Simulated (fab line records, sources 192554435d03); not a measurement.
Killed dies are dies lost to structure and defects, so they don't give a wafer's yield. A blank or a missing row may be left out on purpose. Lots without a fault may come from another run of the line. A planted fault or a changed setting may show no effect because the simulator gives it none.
Problem report in the 8D (eight disciplines) form, filled by code | flow n5_finfet | the parts of the form that need people (team, actions taken, sign-off) are left out

1. THE PROBLEM
thk_nm at N5_SD_EPI_N_EPI_MEAS_23 reads a mean of 53.0 nm on 3 wafers of 3 lots; wafers without a fault read 58.6 nm with a standard deviation of 1.1. That is -5.1 standard deviations from the usual mean.
First seen on wafer L470.4, day 6 01:45, on film_metro-01. The record holds 12 wafers of 5 lots with a number at this step. Rule for "out", or "out of limits": more than 4 standard deviations from the usual mean. The other wafers with a number count as sound.

2. WHAT IT IS AND WHAT IT IS NOT
question                    | is                     | is not
which readings at this step | thk_nm                 | -
which lots                  | L470, L471, L473       | L468, L479
which wafers of those lots  | L470.4, L471.4, L473.4 | L470.5, L471.1, L473.1
read on which gauges        | film_metro-01          | film_metro-02
when                        | from day 6 01:45       | up to then (4 sound wafers); but 5 sound wafers of L471, L473, L479 came after

3. SUSPECTS, AND WHAT RULES EACH OUT
Counting: a tool at a process step up to the reading stays a suspect if it ran every lot that is out. Sound lots after the first of them don't rule it out here, since some wafers of a struck lot are sound.
- the gauge at N5_SD_EPI_N_EPI_MEAS_23: ruled out. All the wafers that are out were read on film_metro-01, but those of them that N5_BEOL_M4_RC_MEAS_101 has rows for are out there too, on other tools.
- epi_rpcvd-04 at N5_SD_EPI_N_EPI_21 (deposits Si:P, time 690 s): kept. It ran every lot that is out, first L470 (day 6 00:52); its last sound lot up to then is L468 (day 5 10:05).
Left after counting: epi_rpcvd-04 at N5_SD_EPI_N_EPI_21.

4. THE CAUSE (what the simulator had put in)
Process parameter drift: epi_rpcvd-04, from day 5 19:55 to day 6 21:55, at N5_SD_EPI_N_EPI_21. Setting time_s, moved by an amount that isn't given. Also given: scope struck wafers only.
Counting left only this tool.

5. THE CHAIN OF EFFECTS, in route order
Each row: a reading whose mean over the struck wafers that have a number lies more than 3 standard deviations from the usual. Only readings for which the record gives a usual standard deviation are gone through. hours: the time from each lot's start at the first step in this table that gives one to its start at this step, as a median over the lots. sigmas: the change in usual standard deviations.
hours | step                        | reading          | usual        | on struck wafers | change | sigmas
0     | N5_SD_EPI_N_EPI_MEAS_23     | thk_nm           | 58.6 nm      | 53.0             | -5.6   | -5.1
6     | N5_SD_ACTIVATION_RS_MEAS_03 | RS_SD_N          | 21.96 ohm/sq | 24.01            | +2.05  | +8.6
107   | N5_BEOL_M4_RC_MEAS_101      | RS_SD_N          | 28.5 ohm/sq  | 31.2             | +2.7   | +8.8
218   | N5_PASSIVATION_PROBE_49     | sort_bin_8_speed | 0.00 %       | 0.06             | +0.06  | +4.0
The process steps in it:
- N5_PASSIVATION_PROBE_49
Readings that are blank on the struck wafers while sound wafers have them: susceptor_temp_C at N5_SD_EPI_N_EPI_21; susceptor_temp_C_max at N5_SD_EPI_N_EPI_21.

6. WHAT WOULD HAVE CAUGHT IT SOONER
In this record the first reading out of limits at a measuring or inspecting step was taken at day 6 01:45, 6 hours after the fault began at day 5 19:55.
At N5_SD_EPI_N_EPI_21 the tool's readings are blank on the struck wafers, where sound wafers have them: an empty tool record is the first sign, and it was there at once.
Of the lots that are out (3), L471, L473 began N5_SD_EPI_N_EPI_21 on epi_rpcvd-04 after day 6 01:45. A hold on the tool at that time would have spared those 2.
